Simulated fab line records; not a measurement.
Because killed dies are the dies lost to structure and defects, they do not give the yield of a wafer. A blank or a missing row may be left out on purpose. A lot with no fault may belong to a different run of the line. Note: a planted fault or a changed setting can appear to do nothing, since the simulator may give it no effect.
Chamber matching || flow nand_harc || NHARC_A_STAIRCASE_DESCUM_443 on rie_diel-12: 4 sister chambers
The step chemistry O2, time 3 s. 14 wafers are shown with their chamber, then 7 later ones without.

## WAFERS PAIRED WITH THEIR CHAMBERS
{"wafer": "L075.1", "chamber": 2, "showerhead_plenum_p_Torr (Torr)": 2.04, "drypump_motor_current_A (A)": 5.5, "rf_vpp_V (V)": 58.7}
{"wafer": "L075.2", "chamber": 0, "showerhead_plenum_p_Torr (Torr)": 1.86, "drypump_motor_current_A (A)": 5.6, "rf_vpp_V (V)": 58.4}
{"wafer": "L075.4", "chamber": 3, "showerhead_plenum_p_Torr (Torr)": 2.01, "drypump_motor_current_A (A)": 5.2, "rf_vpp_V (V)": 59.7}
{"wafer": "L079.1", "chamber": 2, "showerhead_plenum_p_Torr (Torr)": 2.04, "drypump_motor_current_A (A)": 5.6, "rf_vpp_V (V)": 58.9}
{"wafer": "L079.4", "chamber": 0, "showerhead_plenum_p_Torr (Torr)": 1.86, "drypump_motor_current_A (A)": 5.6, "rf_vpp_V (V)": 56.5}
{"wafer": "L079.6", "chamber": 3, "showerhead_plenum_p_Torr (Torr)": 2.01, "drypump_motor_current_A (A)": 5.2, "rf_vpp_V (V)": 57.7}
{"wafer": "L082.2", "chamber": 2, "showerhead_plenum_p_Torr (Torr)": 2.04, "drypump_motor_current_A (A)": 5.6, "rf_vpp_V (V)": 59.5}
{"wafer": "L082.3", "chamber": 0, "showerhead_plenum_p_Torr (Torr)": 1.86, "drypump_motor_current_A (A)": 5.6, "rf_vpp_V (V)": 57.4}
{"wafer": "L082.5", "chamber": 1, "showerhead_plenum_p_Torr (Torr)": 1.86, "drypump_motor_current_A (A)": 6.0, "rf_vpp_V (V)": 57.4}
{"wafer": "L083.2", "chamber": 2, "showerhead_plenum_p_Torr (Torr)": 2.04, "drypump_motor_current_A (A)": 5.6, "rf_vpp_V (V)": 58.7}
{"wafer": "L083.3", "chamber": 3, "showerhead_plenum_p_Torr (Torr)": 2.01, "drypump_motor_current_A (A)": 5.2, "rf_vpp_V (V)": 58.9}
{"wafer": "L083.5", "chamber": 0, "showerhead_plenum_p_Torr (Torr)": 1.85, "drypump_motor_current_A (A)": 5.7, "rf_vpp_V (V)": 57.5}
{"wafer": "L091.1", "chamber": 0, "showerhead_plenum_p_Torr (Torr)": 1.85, "drypump_motor_current_A (A)": 5.6, "rf_vpp_V (V)": 58.7}
{"wafer": "L091.3", "chamber": 3, "showerhead_plenum_p_Torr (Torr)": 2.00, "drypump_motor_current_A (A)": 5.2, "rf_vpp_V (V)": 58.1}

SIGNATURES (means of the wafers above)
{"reading": "showerhead_plenum_p_Torr", "chamber 0": 1.8560, "chamber 1": 1.8600, "chamber 2": 2.0400, "chamber 3": 2.0075, "scatter within a chamber": 0.00442}
{"reading": "drypump_motor_current_A", "chamber 0": 5.620, "chamber 1": 6.000, "chamber 2": 5.575, "chamber 3": 5.200, "scatter within a chamber": 0.0394}
{"reading": "rf_vpp_V", "chamber 0": 57.700, "chamber 1": 57.400, "chamber 2": 58.950, "chamber 3": 58.600, "scatter within a chamber": 0.765}
Rule: a wafer lies at a distance from a chamber equal to the root of the sum of squares, over the readings, of (its reading less the chamber's mean, divided by the reading's scatter). If the next closest chamber is less than 2 further off than the closest, the wafer can't be placed; otherwise it belongs to the closest. The scatter: the root of (the sum of the squares of (reading less its chamber's mean) over the shown wafers, divided by (wafers less chambers)).

## WAFERS WITH NO CHAMBER GIVEN
{"wafer": "L091.4", "showerhead_plenum_p_Torr (Torr)": 2.03, "drypump_motor_current_A (A)": 5.5, "rf_vpp_V (V)": 57.5}
{"wafer": "L090.1", "showerhead_plenum_p_Torr (Torr)": 2.03, "drypump_motor_current_A (A)": 5.5, "rf_vpp_V (V)": 57.7}
{"wafer": "L090.2", "showerhead_plenum_p_Torr (Torr)": 1.85, "drypump_motor_current_A (A)": 5.6, "rf_vpp_V (V)": 56.4}
{"wafer": "L090.6", "showerhead_plenum_p_Torr (Torr)": 1.85, "drypump_motor_current_A (A)": 5.7, "rf_vpp_V (V)": 58.0}
{"wafer": "L095.1", "showerhead_plenum_p_Torr (Torr)": 1.85, "drypump_motor_current_A (A)": 5.6, "rf_vpp_V (V)": 57.7}
{"wafer": "L095.2", "showerhead_plenum_p_Torr (Torr)": 2.03, "drypump_motor_current_A (A)": 5.6, "rf_vpp_V (V)": 58.6}
{"wafer": "L095.4", "showerhead_plenum_p_Torr (Torr)": 2.00, "drypump_motor_current_A (A)": 5.2, "rf_vpp_V (V)": 58.8}

## CHAMBER TAKEN BY EACH
{"wafer": "L091.4", "from the rows above": 2, "in truth": 2}
{"wafer": "L090.1", "from the rows above": 2, "in truth": 2}
{"wafer": "L090.2", "from the rows above": 0, "in truth": 0}
{"wafer": "L090.6", "from the rows above": 0, "in truth": 0}
{"wafer": "L095.1", "from the rows above": 0, "in truth": 0}
{"wafer": "L095.2", "from the rows above": 2, "in truth": 2}
{"wafer": "L095.4", "from the rows above": 3, "in truth": 3}
Correctly placed: 7 of 7. Left unplaced by these rows: 0. Placed wrongly: 0.
